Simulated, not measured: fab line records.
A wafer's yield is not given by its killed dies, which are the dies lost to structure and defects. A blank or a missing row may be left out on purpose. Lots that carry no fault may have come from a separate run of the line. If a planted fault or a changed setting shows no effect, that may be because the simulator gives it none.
Which of the tools did it?	flow nand_harc	Sampling: 12 lots, 36 wafers, 4 of 1159 route steps

== WHAT THE GAUGES SHOWED, per wafer ==
Not one reading of a measure or inspect step in the record can be checked against a usual standard deviation.

== EACH LOT AND THE TOOL THAT RAN IT (in order: tool; ch and the chambers of the sampled wafers; start) ==
lot	NHARC_P_GATE_STRIP_108	NHARC_P_GATE_ALD_36	NHARC_P_GATE_ETCHBACK_37	NHARC_P_GATE_STRIP_111
L397	rie_diel-09 ch 1,2, day 4 18:13	ald_sin-04 ch 0,2, day 4 19:55	rie_diel-09 ch 0,1, day 5 06:03 or earlier	plasma_asher-02 ch 0,1, day 5 06:03
L399	rie_diel-09 ch 1,2,3, day 5 04:41	ald_sin-02 ch 1,2, day 5 05:19	rie_diel-11 ch 0,1,2, day 5 16:31 or earlier	plasma_asher-01 ch 0,1, day 5 16:31
L401	rie_diel-11 ch 0,1,3, day 5 20:29	ald_sin-02 ch 2,3, day 5 21:05	rie_diel-11 ch 0,1, day 6 08:05 or earlier	plasma_asher-02 ch 0,1, day 6 08:05
L402	rie_diel-09 ch 0,1,3, day 6 09:03	ald_sin-04 ch 0,1,3, day 6 09:40	rie_diel-11 ch 1,3, day 6 23:04 or earlier	plasma_asher-01 ch 0,1, day 6 23:04
L403	rie_diel-09 ch 1,2, day 6 09:14	ald_sin-02 ch 0,1, day 6 10:55	rie_diel-11 ch 1,3, day 6 21:01 or earlier	plasma_asher-01 ch 0,1, day 6 21:01
L406	rie_diel-11 ch 1,3, day 6 22:56	ald_sin-02 ch 0,3, day 7 00:36	rie_diel-11 ch 0,2,3, day 7 10:35 or earlier	plasma_asher-02 ch 0,1, day 7 10:35
L411	rie_diel-09 ch 0,2,3, day 8 10:10	ald_sin-04 ch 0,1,3, day 8 11:51	rie_diel-11 ch 0,2,3, day 8 22:29 or earlier	plasma_asher-01 ch 0,1, day 8 22:29
L412	rie_diel-11 ch 0,2,3, day 8 16:51	ald_sin-04 ch 0,2,3, day 8 19:34	rie_diel-09 ch 0,1,2, day 9 04:41 or earlier	plasma_asher-01 ch 0,1, day 9 04:41
L416	rie_diel-11 ch 2,3, day 9 07:59	ald_sin-04 ch 2,3, day 9 10:50	rie_diel-09 ch 1,2, day 9 21:07 or earlier	plasma_asher-02 ch 0,1, day 9 21:07
L415	rie_diel-09 ch 0,1,2, day 9 08:09	ald_sin-02 ch 0,1,2, day 9 15:04	rie_diel-10 ch 1,2,3, day 10 02:25 or earlier	plasma_asher-01 ch 0,1, day 10 02:25
L418	rie_diel-10 ch 1,2,3, day 10 01:59	ald_sin-04 ch 0,2,3, day 10 02:37	rie_diel-11 ch 1,2,3, day 10 13:47 or earlier	plasma_asher-02 ch 0,1, day 10 13:47
L419	rie_diel-11 ch 0,1,2, day 10 02:04	ald_sin-02 ch 0,1,3, day 10 03:47	rie_diel-11 ch 1,2,3, day 10 14:10 or earlier	plasma_asher-02 ch 0,1, day 10 14:10
- NHARC_P_GATE_STRIP_108: strips in O2.
- NHARC_P_GATE_ALD_36: deposits SiNx, target thk 20 nm, pulse time 60 s, ald cycles 223.
- NHARC_P_GATE_ETCHBACK_37: etches the open film in CHF3/O2, target depth 34.5 nm, time 17.2 s.
- NHARC_P_GATE_STRIP_111: strips in N2/H2, time 250 s.

== AS READ BY THE TOOLS THEMSELVES (means over the sampled wafers that have a number; for cases with no such wafer, the mark the record gives instead) ==
NHARC_P_GATE_STRIP_108. Usual: drypump_motor_current_A 5.5 A, standard deviation 0.37; o2_flow_sccm 500.4 sccm, standard deviation 1.5; oes_product_au 1.003 a.u., standard deviation 0.01; rf_vpp_V 57.7 V, standard deviation 0.98; showerhead_plenum_p_Torr 3.48 Torr, standard deviation 0.16; throttle_valve_pct 17.037 %, standard deviation 0.0099.
lot	tool	drypump_motor_current_A (A)	o2_flow_sccm (sccm)	oes_product_au (a.u.)	rf_vpp_V (V)	showerhead_plenum_p_Torr (Torr)	throttle_valve_pct (%)	flag
L397	rie_diel-09	5.9	499.2	0.998	58.4	3.59	17.031	
L399	rie_diel-09	5.6	500.9	1.001	57.8	3.57	17.048	
L401	rie_diel-11	5.4	500.6	1.009	57.3	3.43	17.045	
L402	rie_diel-09	5.3	498.8	1.002	58.1	3.44	17.028	
L403	rie_diel-09	5.5	499.7	0.998	57.5	3.50	17.044	
L406	rie_diel-11	5.4	501.4	1.001	56.2	3.31	17.045	
L411	rie_diel-09	5.7	501.4	1.002	58.0	3.51	17.038	
L412	rie_diel-11	5.4	499.7	1.001	57.6	3.43	17.042	
L416	rie_diel-11	5.4	501.4	1.001	57.2	3.31	17.035	
L415	rie_diel-09	5.6	500.1	1.001	57.4	3.45	17.040	
L418	rie_diel-10	5.5	500.6	1.005	58.2	3.54	17.037	
L419	rie_diel-11	5.6	500.8	1.005	57.4	3.42	17.032	

NHARC_P_GATE_ALD_36. Usual: heater_power_w 827 W, standard deviation 73; precursor_pulse_height_rel 1.002, standard deviation 0.021.
lot	tool	heater_power_w (W)	precursor_pulse_height_rel	flag
L397	ald_sin-04	759	1.001	
L399	ald_sin-02	852	1.002	
L401	ald_sin-02	929	1.009	
L402	ald_sin-04	797	0.989	
L403	ald_sin-02	763	0.986	
L406	ald_sin-02	849	0.998	
L411	ald_sin-04	814	0.989	
L412	ald_sin-04	795	0.998	
L416	ald_sin-04	784	1.025	
L415	ald_sin-02	813	0.991	
L418	ald_sin-04	774	0.997	
L419	ald_sin-02	817	0.998	

NHARC_P_GATE_ETCHBACK_37. Usual: drypump_motor_current_A 5.5 A, standard deviation 0.39; o2_flow_sccm 10.00 sccm, standard deviation 0.03; oes_product_au 0.95 a.u., standard deviation 0.034; rf_vpp_V 369.4 V, standard deviation 2.7; showerhead_plenum_p_Torr 2.34 Torr, standard deviation 0.11; throttle_valve_pct 20.572 %, standard deviation 0.0094.
lot	tool	drypump_motor_current_A (A)	o2_flow_sccm (sccm)	oes_product_au (a.u.)	rf_vpp_V (V)	showerhead_plenum_p_Torr (Torr)	throttle_valve_pct (%)	flag
L397	rie_diel-09	5.1	9.98	0.92	368.9	2.30	20.574	
L399	rie_diel-11	5.6	10.00	0.99	369.3	2.34	20.572	
L401	rie_diel-11	5.4	10.01	0.93	371.2	2.41	20.576	
L402	rie_diel-11	5.4	10.00	0.94	365.9	2.25	20.569	
L403	rie_diel-11	5.5	10.00	0.97	366.9	2.24	20.572	
L406	rie_diel-11	5.4	9.98	0.93	368.8	2.33	20.565	
L411	rie_diel-11	5.4	10.03	0.93	368.7	2.33	20.566	
L412	rie_diel-09	5.6	9.97	1.01	369.9	2.34	20.570	
L416	rie_diel-09	5.9	9.99	1.00	371.1	2.43	20.577	
L415	rie_diel-10	5.5	10.02	0.93	371.5	2.41	20.569	
L418	rie_diel-11	5.5	10.02	0.95	367.8	2.25	20.579	
L419	rie_diel-11	5.6	10.01	0.95	367.3	2.25	20.580	

NHARC_P_GATE_STRIP_111. Usual: drypump_motor_current_A 5.8 A, standard deviation 0.59; heater_power_w 90 W, standard deviation 9.2.
lot	tool	drypump_motor_current_A (A)	heater_power_w (W)	flag
L397	plasma_asher-02	5.5	83	
L399	plasma_asher-01	5.7	99	
L401	plasma_asher-02	6.0	86	
L402	plasma_asher-01	5.7	99	
L403	plasma_asher-01	5.7	98	
L406	plasma_asher-02	6.1	86	
L411	plasma_asher-01	5.7	98	
L412	plasma_asher-01	5.7	99	
L416	plasma_asher-02	6.0	84	
L415	plasma_asher-01	5.8	97	
L418	plasma_asher-02	5.6	81	
L419	plasma_asher-02	5.5	82	

== THE ANSWER, worked out from the rows above alone ==
Rule: a lot counts as off when the mean over its wafers that have a number is more than 3 standard deviations away from the usual mean. A lot without any number at a reading at which 4 lots or more have one is off too. Where the step has rows for the other lots, those lots are counted as sound. The gauges are gone through in route order, then the tools' own readings, and for those a lot's mean is taken as printed above. The first step at which some lot is off is used, and at that step the reading that is off furthest; a lot without a number counts as furthest.
No lot is off at any reading shown: from this, nothing can be told.

== WHAT THE SIMULATOR HAD PUT IN ==
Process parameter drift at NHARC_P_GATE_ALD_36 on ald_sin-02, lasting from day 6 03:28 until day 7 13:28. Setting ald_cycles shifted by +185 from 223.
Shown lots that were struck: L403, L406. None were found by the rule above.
